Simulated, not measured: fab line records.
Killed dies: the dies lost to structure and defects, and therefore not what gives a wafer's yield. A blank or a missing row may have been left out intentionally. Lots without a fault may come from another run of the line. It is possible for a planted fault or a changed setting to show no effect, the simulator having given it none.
The same fault as seen by 2 desks / flow n5-finfet / what lay behind the numbers comes last; until then each desk has only its own

== AT THE TOOL OWNER'S DESK: pvd-sputter-03 ==
The tool's own readings at N5_BEOL_M13_SPUTTER_44 (material Ta, target thk 10 nm, time 16.13 s): means of the sampled wafers that have a number, for each lot that ran on this tool. A lot is out of limits, marked OUT, if its mean lies more than 4 standard deviations from the usual mean; the brackets give that distance.
Columns: A = cathode-dc-power-W at N5_BEOL_M13_SPUTTER_44, usual 15000 W; B = susceptor-temp-C at N5_BEOL_M13_SPUTTER_44, usual 49.99 C; C = throttle-valve-pct at N5_BEOL_M13_SPUTTER_44, usual 30.1 %
lot=L926; first seen here=day 11 15:26; A=15000; B=50.08; C=29.8
lot=L928; first seen here=day 12 04:17; A=14999; B=49.98; C=30.6
lot=L930; first seen here=day 12 14:24; A=15000; B=50.05; C=30.6
lot=L935; first seen here=day 13 16:22; A=15002; B=50.00; C=30.8
lot=L946; first seen here=day 16 08:16; A=14999; B=50.12; C=30.6
lot=L947; first seen here=day 16 20:59; A=15001; B=50.18; C=29.2
lot=L948; first seen here=day 16 22:05; A=14999; B=49.93; C=30.3
Result from this desk: across the 7 lots, nothing is out of limits.

== THE DEFECT DESK ==
Inspection counts along the route, by lot: the mean over sampled wafers that carry a number. A lot is out of limits, marked OUT, if its mean lies more than 4 standard deviations from the usual mean; the brackets give that distance.
Columns: A = raw-defect-count at N5_BEOL_M13_INSPECT_30, usual 2.0
lot=L925; first seen here=day 11 09:11; A=0.7
lot=L926; first seen here=day 11 13:58; A=3.7
lot=L928; first seen here=day 11 23:01; A=2.3
lot=L930; first seen here=day 12 13:13; A=2.7
lot=L935; first seen here=day 13 13:46; A=3.5
lot=L940; first seen here=day 15 03:35; A=1.7
lot=L945; first seen here=day 16 00:25; A=2.7
lot=L944; first seen here=day 16 04:07; A=1.7
lot=L946; first seen here=day 16 04:19; A=1.3
lot=L948; first seen here=day 16 16:59; A=2.3
lot=L947; first seen here=day 16 18:26; A=3.3
Result from this desk: across the 11 lots, nothing is out of limits.

== TAKEN TOGETHER ==
The tool owner's desk saw nothing out of limits.
Nothing the defect desk looked at was out of limits.

== WHAT THE SIMULATOR PUT IN ==
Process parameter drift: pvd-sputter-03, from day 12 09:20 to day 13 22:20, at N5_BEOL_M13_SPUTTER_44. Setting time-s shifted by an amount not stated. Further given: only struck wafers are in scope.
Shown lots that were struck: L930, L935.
